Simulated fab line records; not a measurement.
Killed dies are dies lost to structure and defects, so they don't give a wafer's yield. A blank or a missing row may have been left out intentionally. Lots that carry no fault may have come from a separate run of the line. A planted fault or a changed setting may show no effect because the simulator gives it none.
Which of the tools did it? ; flow nand harc ; 23 lots with 69 wafers sampled at 5 steps, on a route of 1302 steps

WHAT EACH GAUGE READ, for each wafer
NHARC_A_CONTACT_CD_MEAS_08: the cd target is 200 nm. Usual: cd nm reads 200.0 nm (standard deviation 0.74).
lot;measured;on;cd nm (nm);flag
L075;day 22 18:29;cd sem-03;200.7 200.7 200.1;
L074;day 22 21:28;cd sem-03;201.2 201.4 199.9;
L076;day 23 14:47;cd sem-01;199.7 200.3 199.6;
L078;day 24 06:43;cd sem-03;200.7 199.9 199.8;
L077;day 24 12:06;cd sem-01;199.4 199.8 200.3;
L079;day 24 20:16;cd sem-03;201.0 200.1 200.7;
L081;day 24 22:16;cd sem-02;199.4 200.0 200.0;
L080;day 24 23:50;cd sem-02;200.5 199.8 200.6;
L082;day 25 07:58;cd sem-03;199.8 199.3 200.1;
L083;day 25 23:32;cd sem-02;200.3 199.9 200.8;
L084;day 26 14:14;cd sem-01;200.9 200.9 201.1;
L085;day 27 06:07;cd sem-03;199.4 200.1 200.9;
L086;day 27 07:44;cd sem-01;200.4 199.7 199.6;
L088;day 28 02:11;cd sem-01;199.8 198.4 199.3;
L087;day 28 03:49;cd sem-02;200.0 199.1 198.1;
L089;day 28 09:04;cd sem-02;201.1 200.3 200.0;
L091;day 28 15:04;cd sem-01;199.5 199.8 199.7;
L090;day 28 16:42;cd sem-03;200.2 200.3 201.1;
L092;day 30 11:16;cd sem-03;201.4 201.3 200.6;
L094;day 30 15:51;cd sem-03;201.3 199.8 199.5;
L096;day 31 04:59;cd sem-03;200.0 199.7 199.1;
L097;day 31 07:36;cd sem-01;199.0 199.6 198.9;
L095;day 31 08:33;cd sem-02;199.9 198.8 198.7;

WHICH TOOL RAN EACH LOT (tool, then ch and the chambers of the sampled wafers, then the start)
lot;NHARC_A_CONTACT_DEP_58;NHARC_A_CONTACT_ETCH_75;NHARC_A_CONTACT_ETCH_131;NHARC_A_CONTACT_ETCH_106
L075;pecvd-03 ch 0,1, day 22 09:55;rie diel-02 ch 0,2,3, day 22 10:48;har cap etch-01 ch 0,1, day 22 13:49;rie diel-01 ch 0,2,3, day 22 15:31
L074;pecvd-03 ch 0,1,2, day 22 11:22;rie diel-01 ch 0,1,2, day 22 12:22;har cap etch-02 ch 0,1, day 22 15:08;rie diel-02 ch 0,1, day 22 16:47
L076;pecvd-03 ch 0,1,2, day 23 05:15;rie diel-02 ch 0,1,2, day 23 06:16;har cap etch-01 ch 0,1, day 23 09:17;rie diel-01 ch 0,1,2, day 23 11:21
L078;pecvd-01 ch 0,2, day 23 19:46;rie diel-02 ch 0,2, day 23 20:44;har cap etch-02 ch 0,1, day 23 23:46;rie diel-02 ch 0,1, day 24 01:23
L077;pecvd-04 ch 0,2, day 23 23:01;rie diel-06 ch 0,1,3, day 23 23:52;har cap etch-02 ch 0,1, day 24 02:34;rie diel-06 ch 1,2, day 24 04:14
L079;pecvd-01 ch 0,1, day 24 09:16;rie diel-02 ch 0,1,2, day 24 10:16;har cap etch-01 ch 0,1, day 24 12:59;rie diel-02 ch 0,2,3, day 24 14:37
L081;pecvd-01 ch 0,2, day 24 12:43;rie diel-06 ch 0,1,3, day 24 13:43;har cap etch-01 ch 0,1, day 24 16:27;rie diel-02 ch 0,1,3, day 24 18:12
L080;pecvd-03 ch 0,1, day 24 14:15;rie diel-02 ch 0,1,3, day 24 15:04;har cap etch-02 ch 0,1, day 24 17:53;rie diel-06 ch 1,3, day 24 19:31
L082;pecvd-04 ch 1,2, day 24 22:51;rie diel-01 ch 0,1, day 24 23:50;har cap etch-02 ch 0,1, day 25 02:52;rie diel-02 ch 0,1, day 25 04:52
L083;pecvd-04 ch 0,1, day 25 14:54;rie diel-02 ch 1,2,3, day 25 15:59;har cap etch-02 ch 0,1, day 25 18:44;rie diel-02 ch 1,2,3, day 25 20:25
L084;pecvd-01 ch 1,2, day 26 03:52;rie diel-01 ch 0,1, day 26 04:43;har cap etch-02 ch 0,1, day 26 07:29;rie diel-01 ch 1,2, day 26 09:10
L085;pecvd-04 ch 0,1,2, day 26 18:27;rie diel-06 ch 0,1,2, day 26 19:16;har cap etch-01 ch 0,1, day 26 22:04;rie diel-02 ch 0,1,2, day 26 23:46
L086;pecvd-03 ch 1,2, day 26 22:41;rie diel-06 ch 0,1,3, day 26 23:33;har cap etch-02 ch 0,1, day 27 02:20;rie diel-06 ch 1,3, day 27 03:56
L088;pecvd-03 ch 1,2, day 27 14:07;rie diel-02 ch 0,2,3, day 27 14:56;har cap etch-01 ch 0,1, day 27 17:41;rie diel-02 ch 0,2,3, day 27 19:40
L087;pecvd-03 ch 0,2, day 27 16:01;rie diel-02 ch 1,2,3, day 27 16:59;har cap etch-03 ch 0,1, day 27 19:44;rie diel-02 ch 0,1,2, day 27 22:13
L089;pecvd-04 ch 0,1,2, day 27 21:40;rie diel-06 ch 1,2,3, day 27 22:35;har cap etch-03 ch 0,1, day 28 01:18;rie diel-06 ch 0,1,3, day 28 03:29
L091;pecvd-01 ch 0,1, day 28 06:37;rie diel-02 ch 1,2, day 28 07:33;har cap etch-03 ch 0,1, day 28 10:23;rie diel-02 ch 0,1, day 28 11:56
L090;pecvd-03 ch 0,1,2, day 28 08:16;rie diel-01 ch 0,1,2, day 28 09:13;har cap etch-01 ch 0,1, day 28 11:56;rie diel-02 ch 0,1,2, day 28 13:35
L092;pecvd-04 ch 0,1, day 30 02:05;rie diel-02 ch 1,2,3, day 30 03:05;har cap etch-02 ch 0,1, day 30 06:03;rie diel-02 ch 0,1,3, day 30 08:07
L094;pecvd-04 ch 0,2, day 30 07:29;rie diel-01 ch 0,1,3, day 30 08:28;har cap etch-03 ch 0,1, day 30 11:11;rie diel-06 ch 1,3, day 30 12:51
L096;pecvd-01 ch 0,2, day 30 15:56;rie diel-02 ch 1,2,3, day 30 16:47;har cap etch-02 ch 0,1, day 30 19:31;rie diel-02 ch 0,2,3, day 30 21:08
L097;pecvd-03 ch 0,1, day 30 22:31;rie diel-02 ch 0,3, day 30 23:31;har cap etch-03 ch 0,1, day 31 02:16;rie diel-02 ch 1,2, day 31 03:53
L095;pecvd-03 ch 1,2, day 30 22:49;rie diel-01 ch 0,1, day 30 23:54;har cap etch-02 ch 0, day 31 02:39;rie diel-01 ch 0,1,3, day 31 04:16
- NHARC_A_CONTACT_DEP_58: deposits SiON, target thk 90 nm.
- NHARC_A_CONTACT_ETCH_75: etches the open film in CF4, target depth 39 nm, time 65 s.
- NHARC_A_CONTACT_ETCH_131: etches the open film in C4F8/O2/Ar, time 197 s, target depth 1918 nm.
- NHARC_A_CONTACT_ETCH_106: etches the open film in CF4/O2, target depth 90 nm, overetch 9 nm, time 49.5 s.

AS READ BY THE TOOLS THEMSELVES (means over the sampled wafers that have a number; for cases with no such wafer, the mark the record gives instead)
NHARC_A_CONTACT_DEP_58. Usual: heater power w 748 W, standard deviation 140; rf fwd power W 348.3 W, standard deviation 0.99.
lot;tool;heater power w (W);rf fwd power W (W);flag
L075;pecvd-03;620;348.5;
L074;pecvd-03;737;348.8;
L076;pecvd-03;721;349.0;
L078;pecvd-01;704;347.7;
L077;pecvd-04;740;348.7;
L079;pecvd-01;727;347.8;
L081;pecvd-01;657;348.6;
L080;pecvd-03;687;349.1;
L082;pecvd-04;891;347.3;
L083;pecvd-04;985;348.7;
L084;pecvd-01;647;349.2;
L085;pecvd-04;731;348.5;
L086;pecvd-03;699;348.3;
L088;pecvd-03;792;348.6;
L087;pecvd-03;824;348.3;
L089;pecvd-04;718;348.3;
L091;pecvd-01;800;347.5;
L090;pecvd-03;762;348.7;
L092;pecvd-04;755;348.1;
L094;pecvd-04;651;347.1;
L096;pecvd-01;714;349.0;
L097;pecvd-03;717;348.1;
L095;pecvd-03;749;347.3;

NHARC_A_CONTACT_ETCH_75. Usual: drypump motor current A 5.8 A, standard deviation 0.42; oes product au 0.994 a.u., standard deviation 0.011; rf fwd power W 297.2 W, standard deviation 0.93; rf vpp V 150.9 V, standard deviation 1.4; showerhead plenum p Torr 1.74 Torr, standard deviation 0.09; throttle valve pct 13.283 %, standard deviation 0.0088.
lot;tool;drypump motor current A (A);oes product au (a.u.);rf fwd power W (W);rf vpp V (V);showerhead plenum p Torr (Torr);throttle valve pct (%);flag
L075;rie diel-02;5.9;0.989;297.0;150.3;1.73;13.291;
L074;rie diel-01;5.7;0.991;296.4;150.5;1.74;13.278;
L076;rie diel-02;5.8;1.000;297.4;151.3;1.73;13.286;
L078;rie diel-02;5.9;0.993;296.7;151.9;1.80;13.279;
L077;rie diel-06;6.2;0.998;297.1;151.3;1.83;13.284;
L079;rie diel-02;5.8;1.007;297.9;150.7;1.72;13.278;
L081;rie diel-06;6.2;1.001;297.6;151.1;1.83;13.284;
L080;rie diel-02;5.8;0.991;297.1;150.8;1.73;13.287;
L082;rie diel-01;5.5;0.990;297.1;150.8;1.75;13.265;
L083;rie diel-02;5.8;0.994;297.0;149.0;1.66;13.274;
L084;rie diel-01;5.9;0.986;295.7;151.9;1.78;13.282;
L085;rie diel-06;5.9;0.990;296.6;152.0;1.85;13.291;
L086;rie diel-06;6.2;1.004;297.2;152.6;1.82;13.283;
L088;rie diel-02;5.9;0.993;297.4;149.6;1.72;13.286;
L087;rie diel-02;5.8;0.991;297.6;150.0;1.65;13.275;
L089;rie diel-06;6.0;0.994;297.9;151.4;1.84;13.278;
L091;rie diel-02;5.7;1.003;297.4;149.3;1.65;13.285;
L090;rie diel-01;5.7;0.992;297.2;150.0;1.73;13.279;
L092;rie diel-02;5.8;0.995;296.6;150.3;1.65;13.280;
L094;rie diel-01;5.5;0.986;298.2;151.3;1.72;13.283;
L096;rie diel-02;5.8;0.991;297.3;149.5;1.65;13.288;
L097;rie diel-02;6.0;1.001;297.0;151.4;1.79;13.273;
L095;rie diel-01;5.5;0.992;298.5;151.1;1.74;13.288;

NHARC_A_CONTACT_ETCH_106. Usual: drypump motor current A is 5.8 A with standard deviation 0.37, o2 flow sccm is 20.01 sccm with standard deviation 0.066, oes product au is 0.997 a.u. with standard deviation 0.012, rf fwd power W is 296.5 W with standard deviation 1.1, rf vpp V is 197.4 V with standard deviation 1.7, showerhead plenum p Torr is 1.32 Torr with standard deviation 0.073, and throttle valve pct is 13.396 % with standard deviation 0.0086.
lot;tool;drypump motor current A (A);o2 flow sccm (sccm);oes product au (a.u.);rf fwd power W (W);rf vpp V (V);showerhead plenum p Torr (Torr);throttle valve pct (%);flag
L075;rie diel-01;5.3;20.03;0.997;296.5;196.2;1.28;13.398;
L074;rie diel-02;5.9;19.88;0.996;296.0;198.9;1.36;13.392;
L076;rie diel-01;5.7;20.02;0.979;296.0;198.0;1.31;13.395;
L078;rie diel-02;5.9;20.07;0.993;296.6;198.0;1.36;13.391;
L077;rie diel-06;6.3;20.01;0.983;295.7;199.1;1.42;13.398;
L079;rie diel-02;5.9;20.04;0.988;295.5;197.4;1.30;13.404;
L081;rie diel-02;5.9;20.06;0.987;296.1;196.8;1.30;13.393;
L080;rie diel-06;6.2;20.07;1.013;297.0;198.3;1.38;13.394;
L082;rie diel-02;5.8;20.00;1.001;296.8;196.5;1.30;13.391;
L083;rie diel-02;5.8;19.98;1.006;296.7;196.9;1.25;13.396;
L084;rie diel-01;6.2;20.05;0.995;295.1;198.0;1.33;13.387;
L085;rie diel-02;5.8;20.03;1.007;296.7;197.8;1.30;13.400;
L086;rie diel-06;6.5;20.02;0.998;297.7;199.0;1.39;13.397;
L088;rie diel-02;5.9;20.00;0.994;296.4;197.1;1.30;13.397;
L087;rie diel-02;5.8;20.00;1.005;297.1;196.9;1.30;13.392;
L089;rie diel-06;6.2;19.99;1.004;297.0;198.1;1.37;13.393;
L091;rie diel-02;5.9;20.01;0.997;296.7;197.7;1.36;13.393;
L090;rie diel-02;5.8;20.03;1.000;296.1;197.0;1.30;13.397;
L092;rie diel-02;5.9;19.95;0.996;296.1;197.1;1.30;13.391;
L094;rie diel-06;6.5;19.97;0.991;297.7;199.1;1.39;13.391;
L096;rie diel-02;5.9;19.99;0.997;296.4;197.0;1.29;13.393;
L097;rie diel-02;5.8;19.95;1.006;296.8;195.9;1.23;13.401;
L095;rie diel-01;5.6;20.02;0.998;297.3;196.9;1.30;13.395;

THE ANSWER, worked out from the rows above alone
Rule: a lot counts as off when the mean over its wafers that have a number is more than 3 standard deviations away from the usual mean. Also off: a lot with no number at a reading for which 4 or more lots have one. Any other lot the step has rows for is counted as sound. After the gauges, taken in route order, come the tools' own readings; for these a lot's mean is taken, as printed above. The first step at which some lot is off is used, and at that step the reading that is off furthest; a lot without a number counts as furthest.
Across all readings shown, no lot is off: no conclusion can be drawn from this.

WHAT THE SIMULATOR HAD PUT IN
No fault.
